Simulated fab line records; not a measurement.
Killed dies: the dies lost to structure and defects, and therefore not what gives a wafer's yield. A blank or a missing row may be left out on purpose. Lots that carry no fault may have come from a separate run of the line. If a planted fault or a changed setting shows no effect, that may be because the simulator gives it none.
Chamber matching + flow n5-finfet + 3 sister chambers for N5_BEOL_M0_SAQP_PECVD_03 on pecvd-04
The step deposits SiCN from 3MS/NH3, target thk 12 nm, time 21.1 s. 30 wafers are shown with their chamber, then 12 later ones without.

## EACH WAFER AND ITS CHAMBER
| wafer  | chamber | showerhead-plenum-p-Torr (Torr) | throttle-valve-pct (%) |
|--------|---------|---------------------------------|------------------------|
| L074.1 | 0       | 3.666                           | 8.6                    |
| L074.2 | 2       | 3.659                           | 8.8                    |
| L074.3 | 1       | 3.693                           | 9.4                    |
| L074.4 | 1       | 3.702                           | 9.6                    |
| L074.5 | 2       | 3.662                           | 8.6                    |
| L074.6 | 0       | 3.649                           | 8.7                    |
| L076.1 | 2       | 3.661                           | 8.6                    |
| L076.5 | 1       | 3.682                           | 9.5                    |
| L076.6 | 0       | 3.656                           | 8.6                    |
| L078.2 | 1       | 3.709                           | 9.6                    |
| L078.5 | 0       | 3.665                           | 9.0                    |
| L078.6 | 2       | 3.659                           | 9.0                    |
| L083.1 | 0       | 3.655                           | 8.9                    |
| L083.3 | 1       | 3.694                           | 9.3                    |
| L083.5 | 2       | 3.667                           | 8.8                    |
| L086.1 | 2       | 3.665                           | 8.8                    |
| L086.4 | 2       | 3.653                           | 8.8                    |
| L086.5 | 0       | 3.665                           | 8.8                    |
| L087.1 | 1       | 3.694                           | 9.4                    |
| L087.5 | 1       | 3.701                           | 9.7                    |
| L087.6 | 2       | 3.663                           | 9.0                    |
| L088.1 | 2       | 3.666                           | 9.0                    |
| L088.2 | 1       | 3.685                           | 9.4                    |
| L088.5 | 1       | 3.696                           | 9.5                    |
| L090.1 | 1       | 3.693                           | 9.4                    |
| L090.4 | 2       | 3.668                           | 9.1                    |
| L090.5 | 0       | 3.662                           | 8.8                    |
| L091.3 | 1       | 3.692                           | 9.4                    |
| L091.4 | 0       | 3.655                           | 8.8                    |
| L091.5 | 1       | 3.690                           | 9.5                    |

SIGNATURES, as means of the wafers listed above
| reading                  | chamber 0 | chamber 1 | chamber 2 | scatter within a chamber |
|--------------------------|-----------|-----------|-----------|--------------------------|
| showerhead-plenum-p-Torr | 3.65912   | 3.69425   | 3.66230   | 0.00622                  |
| throttle-valve-pct       | 8.775     | 9.475     | 8.850     | 0.142                    |
Rule: a wafer's distance from a chamber is the root of the sum, over the readings, of the square of ((its reading less the chamber's mean) divided by the reading's scatter). If the next closest chamber is less than 2 further off than the closest, the wafer can't be placed; otherwise it belongs to the closest. How the scatter is found: for the shown wafers, subtract from each reading the mean of its chamber, square and add these, divide the total by (wafers less chambers), then take the root.

## WAFERS WITH NO CHAMBER GIVEN
| wafer  | showerhead-plenum-p-Torr (Torr) | throttle-valve-pct (%) |
|--------|---------------------------------|------------------------|
| L093.3 | 3.705                           | 9.3                    |
| L093.5 | 3.688                           | 9.7                    |
| L093.6 | 3.655                           | 8.7                    |
| L094.1 | 3.656                           | 8.9                    |
| L094.2 | 3.666                           | 8.8                    |
| L094.4 | 3.661                           | 8.8                    |
| L096.1 | 3.690                           | 9.6                    |
| L096.2 | 3.658                           | 8.6                    |
| L096.3 | 3.668                           | 9.0                    |
| L097.2 | 3.660                           | 8.9                    |
| L097.4 | 3.659                           | 8.7                    |
| L097.6 | 3.696                           | 9.2                    |

## CHAMBER TAKEN BY EACH
| wafer  | from the rows above     | in truth |
|--------|-------------------------|----------|
| L093.3 | 1                       | 1        |
| L093.5 | 1                       | 1        |
| L093.6 | can't be placed: 0 or 2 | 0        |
| L094.1 | can't be placed: 0 or 2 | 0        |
| L094.2 | can't be placed: 2 or 0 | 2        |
| L094.4 | can't be placed: 0 or 2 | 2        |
| L096.1 | 1                       | 1        |
| L096.2 | can't be placed: 0 or 2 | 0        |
| L096.3 | can't be placed: 2 or 0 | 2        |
| L097.2 | can't be placed: 2 or 0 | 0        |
| L097.4 | can't be placed: 0 or 2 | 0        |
| L097.6 | 1                       | 1        |
Correct placement for 4 of the 12. These rows do not allow placing 8 (true chamber among the candidates in 8). Wrongly placed: 0.
